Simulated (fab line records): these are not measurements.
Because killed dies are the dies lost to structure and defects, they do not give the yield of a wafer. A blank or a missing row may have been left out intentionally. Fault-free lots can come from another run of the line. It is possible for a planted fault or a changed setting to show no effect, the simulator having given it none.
Chamber matching ; flow nand harc ; NHARC_P_BONDPAD_DESCUM_11 on rie diel-04 has 4 sister chambers
The step chemistry O2, time 3 s. 20 wafers are shown with their chamber, then 10 later ones without.

== WAFERS, EACH WITH ITS CHAMBER ==
wafer;chamber;drypump motor current A (A);oes product au (a.u.);throttle valve pct (%)
L075.3;3;5.5;0.986;11.328
L075.4;1;5.7;0.987;11.307
L075.5;2;5.8;0.984;11.311
L076.3;0;5.9;0.999;11.309
L076.5;1;5.8;0.988;11.306
L076.6;0;6.0;0.998;11.308
L078.3;0;6.0;0.995;11.319
L078.4;3;5.5;1.001;11.322
L078.6;3;5.5;0.998;11.313
L086.1;0;5.9;0.993;11.305
L086.3;1;5.7;0.995;11.312
L086.4;3;5.5;0.989;11.307
L087.1;3;5.5;1.000;11.293
L087.2;1;5.7;1.006;11.321
L087.4;0;5.9;0.995;11.318
L090.1;3;5.4;0.985;11.310
L090.3;0;6.0;0.980;11.330
L090.5;0;6.0;0.992;11.317
L091.1;0;5.9;0.993;11.322
L091.3;3;5.5;0.986;11.301

SIGNATURES (means of the wafers above)
reading;chamber 0;chamber 1;chamber 2;chamber 3;scatter within a chamber
drypump motor current A;5.950;5.725;5.800;5.486;0.0475
oes product au;0.99313;0.99400;0.98400;0.99214;0.00698
throttle valve pct;11.31600;11.31150;11.31100;11.31057;0.0096
Rule: a wafer's distance from a chamber is the root of the sum, over the readings, of the square of ((its reading less the chamber's mean) divided by the reading's scatter). If the next closest chamber is less than 2 further off than the closest, the wafer can't be placed; otherwise it belongs to the closest. The scatter: take each reading less its chamber's mean, square it, sum over the shown wafers, divide by the number of wafers less the number of chambers, and take the root.

== WAFERS WITHOUT THEIR CHAMBER ==
wafer;drypump motor current A (A);oes product au (a.u.);throttle valve pct (%)
L091.6;5.9;0.988;11.302
L094.1;6.0;0.997;11.288
L094.4;5.5;0.992;11.317
L094.6;5.8;0.990;11.298
L095.1;5.7;1.008;11.309
L095.3;5.9;1.003;11.307
L095.5;5.5;0.999;11.308
L096.3;5.9;0.995;11.308
L096.4;5.8;0.992;11.320
L096.5;5.8;0.983;11.312

== THE CHAMBER EACH PASSED THROUGH ==
wafer;from the rows above;in truth
L091.6;can't be placed: 0 or 2 or 1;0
L094.1;0;0
L094.4;3;3
L094.6;can't be placed: 2 or 1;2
L095.1;can't be placed: 1 or 2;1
L095.3;can't be placed: 0 or 2 or 1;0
L095.5;3;3
L096.3;can't be placed: 0 or 2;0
L096.4;can't be placed: 2 or 1 or 0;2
L096.5;2;2
Correct placement for 4 of the 10. Cannot be placed on the basis of these rows: 6; the candidates contain the true chamber in 6. Wrongly placed: 0.
